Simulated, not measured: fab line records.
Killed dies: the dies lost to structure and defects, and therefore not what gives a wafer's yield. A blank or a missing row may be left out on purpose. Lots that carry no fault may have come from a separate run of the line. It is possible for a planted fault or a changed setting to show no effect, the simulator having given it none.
Which tool did it?    flow n5Finfet    36 wafers from 12 lots sampled at 3 of the route's 1938 steps

WHAT EACH GAUGE READ, for each wafer
N5_BEOL_M14_OCD_MEAS_35.
lot   measured      on      trenchDepthNm (nm)
L075  day 11 03:16  ocd-01  536 555 543
L078  day 11 19:59  ocd-02  562 562 567
L080  day 12 02:04  ocd-01  550 560 552
L082  day 13 00:33  ocd-02  546 533 532
L083  day 13 08:23  ocd-01  550 551 541
L086  day 13 15:35  ocd-01  548 531 541
L089  day 14 07:15  ocd-02  534 551 531
L088  day 14 19:33  ocd-01  552 531 556
L090  day 15 06:04  ocd-01  564 559 534
L094  day 16 00:03  ocd-02  527 544 554
L095  day 16 15:04  ocd-02  551 562 518
L097  day 16 23:43  ocd-02  533 571 527

EACH LOT AND THE TOOL THAT RAN IT (in order: tool; ch and the chambers of the sampled wafers; start)
lot   N5_BEOL_M13_SPUTTER_44       N5_BEOL_M14_DESCUM_33
L075  pvdSputter-02, day 10 23:47  rieDiel-01 ch 0,1,2, day 11 02:39
L078  pvdSputter-02, day 11 16:24  rieDiel-05 ch 2,3, day 11 19:23
L080  pvdSputter-01, day 11 22:12  rieDiel-05 ch 0,2, day 12 01:28
L082  pvdSputter-03, day 12 20:41  rieDiel-01 ch 0,2, day 12 23:56
L083  pvdSputter-03, day 13 04:57  rieDiel-04 ch 1,2, day 13 07:47
L086  pvdSputter-02, day 13 11:33  rieDiel-01 ch 0,1,2, day 13 14:58
L089  pvdSputter-02, day 14 03:56  rieDiel-01 ch 0,2, day 14 06:38
L088  pvdSputter-01, day 14 16:07  rieDiel-01 ch 0,2,3, day 14 18:56
L090  pvdSputter-02, day 15 02:32  rieDiel-01 ch 2,3, day 15 05:28
L094  pvdSputter-02, day 15 20:51  rieDiel-01 ch 0,2,3, day 15 23:26
L095  pvdSputter-01, day 16 11:37  rieDiel-05 ch 0,1,2, day 16 14:26
L097  pvdSputter-02, day 16 20:19  rieDiel-01 ch 1,2, day 16 23:06
- N5_BEOL_M13_SPUTTER_44: material Ta, target thk 10 nm, time 16.13 s.
- N5_BEOL_M14_DESCUM_33: chemistry O2, time 7.9 s.

THE ANSWER, worked out from the rows above alone
Rule: what is usual is taken from the lots themselves. Put in order of their means at a reading, lots are off if they are a third of the lots or fewer, leave a main group of 4 or more, and stand apart from it by a gap of 3 or more times the standard deviation of the main group's means; of several such gaps the widest counts. If all means in a main group match to the digits the tables above print for the reading, that group is not used. Also off: a lot with no number at a reading for which 4 or more lots have one. Where the step has rows for the other lots, those lots are counted as sound.
None of the lots is off at any reading shown; this tells nothing.

WHAT HAD BEEN PUT IN BY THE SIMULATOR
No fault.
